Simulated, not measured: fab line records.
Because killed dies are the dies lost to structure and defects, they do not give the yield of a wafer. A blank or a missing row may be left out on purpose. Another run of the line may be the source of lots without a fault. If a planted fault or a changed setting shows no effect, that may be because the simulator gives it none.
Comparing a struck lot with a sound one || flow n5-finfet || 14 steps out of a route of 1938
Sound: these wafers, L827.1, L827.3, L827.4. Wafers L844.1, L844.2, L844.3 were the ones struck. The cause is named last.
For every step that has rows: the tool of each side, followed by ch and its chambers, followed by its first start. Under that, the readings that differ: sound wafers || struck wafers || difference of the means || sigmas: that difference in standard deviations of wafers without a fault.
alike: readings whose means differ by less than 2 such deviations, and words and numbers that are the same on both sides. not compared: withheld readings, readings that some wafer has no value for, bounds like >300 that may hide the same value, and numbers for which the record gives no deviation and whose values overlap.
Wherever a step has rows on one side only, a row that says differs or no value, or a row with sigmas, the two part there. Non-overlapping numbers with no deviation appear without sigmas and do not part them. Lack of a reading on every wafer of one side parts them only where that side has two or more wafers.

first, 1 step without rows for these wafers: N5_BEOL_M8_STRIP_68 (strips in N2/H2).
N5_BEOL_M8_STRIP_67: strips in CF4.
  sound on rie-diel-06 ch 0,1,3, day 9 08:47; struck on rie-diel-02 ch 0,2,3, day 13 06:32
  alike: cf4-flow-sccm, drypump-motor-current-A, oes-product-au, rf-vpp-V, showerhead-plenum-p-Torr, throttle-valve-pct
  not compared: rf-hours-counter-h
N5_BEOL_M8_HM_OPEN_17: chemistry Cl2/BCl3, target TiN, target depth 20 nm, overetch 6 nm.
  sound on rie-metal-02 ch 0,1, day 9 08:49; struck on rie-metal-02 ch 0,1, day 13 06:34
  alike: drypump-motor-current-A, mfc-cl2-sccm, oes-product-au, throttle-valve-pct
  not compared: rf-hours-counter-h
N5_BEOL_M8_STRIP_19: strips in O2.
  sound on rie-diel-04 ch 1,2,3, day 9 09:23; struck on rie-diel-04 ch 1,2,3, day 13 06:41
  alike: drypump-motor-current-A, oes-product-au, rf-vpp-V, showerhead-plenum-p-Torr, throttle-valve-pct
  not compared: rf-hours-counter-h
N5_BEOL_M8_CD_MEAS_18: pitch 80 nm, target cd 40 nm.
  sound: cd-sem-01 at day 9 09:27; struck: cd-sem-02 at day 13 06:45
  alike: cd-nm
then, 7 steps without rows for these wafers: N5_BEOL_M8_COAT_63 (time 60 s, resist thk 60 nm); N5_BEOL_M8_COAT_64 (time 60 s, resist thk 12 nm); N5_BEOL_M8_COAT_71 (time 60 s, resist thk 5 nm); N5_BEOL_M8_COAT_22 (resist thk 30 nm); N5_BEOL_M8_EBR_24; N5_BEOL_M8_SOFTBAKE_23 (time 60 s); N5_BEOL_M8_EXPOSE_25 (exposes mask V7, target cd 40 nm).
N5_BEOL_M8_PEB_26: peb time 60 s.
  sound on litho-track-03 ch 0, day 9 09:41; struck on litho-track-05, day 13 08:28
  no value came back on the struck wafers for chill-plate-temp-C (C), exhaust-pa (Pa); on the sound wafers chill-plate-temp-C (C) reads 23.10 23.11 23.12
then, 1 step without rows for these wafers: N5_BEOL_M8_DEVELOP_27 (develop time 30 s).

## WHERE THEY PART
At N5_BEOL_M8_PEB_26 and nowhere else, as far as this record goes.

WHY: what the simulator had put in
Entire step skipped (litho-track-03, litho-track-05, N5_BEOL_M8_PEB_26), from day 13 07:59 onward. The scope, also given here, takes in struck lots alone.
